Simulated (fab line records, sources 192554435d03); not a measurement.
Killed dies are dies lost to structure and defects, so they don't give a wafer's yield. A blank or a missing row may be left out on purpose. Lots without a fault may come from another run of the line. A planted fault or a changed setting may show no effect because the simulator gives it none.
Chamber matching | flow n5_finfet | N5_BEOL_M0_SAQP_ETCH_83 on rie_diel-04: 4 sister chambers
The step etches SiARC in CF4, target depth 39 nm, time 65 s. 16 wafers are shown with their chamber, then 8 later ones without.

WAFERS WITH THEIR CHAMBER
wafer  | chamber | showerhead_plenum_p_Torr (Torr) | throttle_valve_pct (%) | oes_product_au (a.u.)
L074.3 | 2       | 2.28                            | 15.80                  | 0.77
L074.5 | 1       | 2.11                            | 15.73                  | 0.60
L074.6 | 0       | 2.02                            | 15.84                  | 0.58
L080.2 | 2       | 2.28                            | 15.81                  | 0.75
L080.5 | 1       | 2.11                            | 15.73                  | 0.60
L080.6 | 3       | 2.07                            | 15.78                  | 0.68
L083.3 | 2       | 2.28                            | 15.83                  | 0.74
L083.5 | 3       | 2.07                            | 15.78                  | 0.67
L083.6 | 1       | 2.11                            | 15.75                  | 0.60
L086.1 | 0       | 2.27                            | 15.35                  | 0.80
L086.5 | 0       | 2.27                            | 15.35                  | 0.79
L086.6 | 1       | 2.11                            | 15.76                  | 0.59
L088.1 | 2       | 2.27                            | 15.84                  | 0.73
L088.5 | 3       | 2.06                            | 15.81                  | 0.67
L088.6 | 0       | 2.27                            | 15.36                  | 0.79
L089.2 | 3       | 2.06                            | 15.81                  | 0.67

SIGNATURES (means of the wafers above)
reading                  | chamber 0 | chamber 1 | chamber 2 | chamber 3 | scatter within a chamber
showerhead_plenum_p_Torr | 2.2075    | 2.1100    | 2.2775    | 2.0650    | 0.0626
throttle_valve_pct       | 15.4750   | 15.7425   | 15.8200   | 15.7950   | 0.123
oes_product_au           | 0.7400    | 0.5975    | 0.7475    | 0.6725    | 0.0542
Rule: a wafer's distance from a chamber is the root of the sum, over the readings, of the square of ((its reading less the chamber's mean) divided by the reading's scatter). The wafer belongs to the nearest chamber; if the next one is less than 2 further off, it can't be placed. The scatter: the root of (the sum of the squares of (reading less its chamber's mean) over the shown wafers, divided by (wafers less chambers)).

WAFERS WITHOUT THEIR CHAMBER
wafer  | showerhead_plenum_p_Torr (Torr) | throttle_valve_pct (%) | oes_product_au (a.u.)
L089.5 | 2.27                            | 15.85                  | 0.73
L089.6 | 2.11                            | 15.76                  | 0.59
L093.1 | 2.26                            | 15.38                  | 0.77
L093.2 | 2.27                            | 15.85                  | 0.72
L093.4 | 2.06                            | 15.82                  | 0.66
L095.3 | 2.26                            | 15.37                  | 0.76
L095.5 | 2.06                            | 15.83                  | 0.66
L095.6 | 2.27                            | 15.88                  | 0.72

WHICH CHAMBER EACH WENT THROUGH
wafer  | from the rows above     | in truth
L089.5 | 2                       | 2
L089.6 | can't be placed: 1 or 3 | 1
L093.1 | 0                       | 0
L093.2 | 2                       | 2
L093.4 | can't be placed: 3 or 1 | 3
L095.3 | 0                       | 0
L095.5 | can't be placed: 3 or 1 | 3
L095.6 | 2                       | 2
Placed correctly: 5 of 8. Can't be placed from these rows: 3 (the true chamber is among the candidates in 3). Placed wrongly: 0.
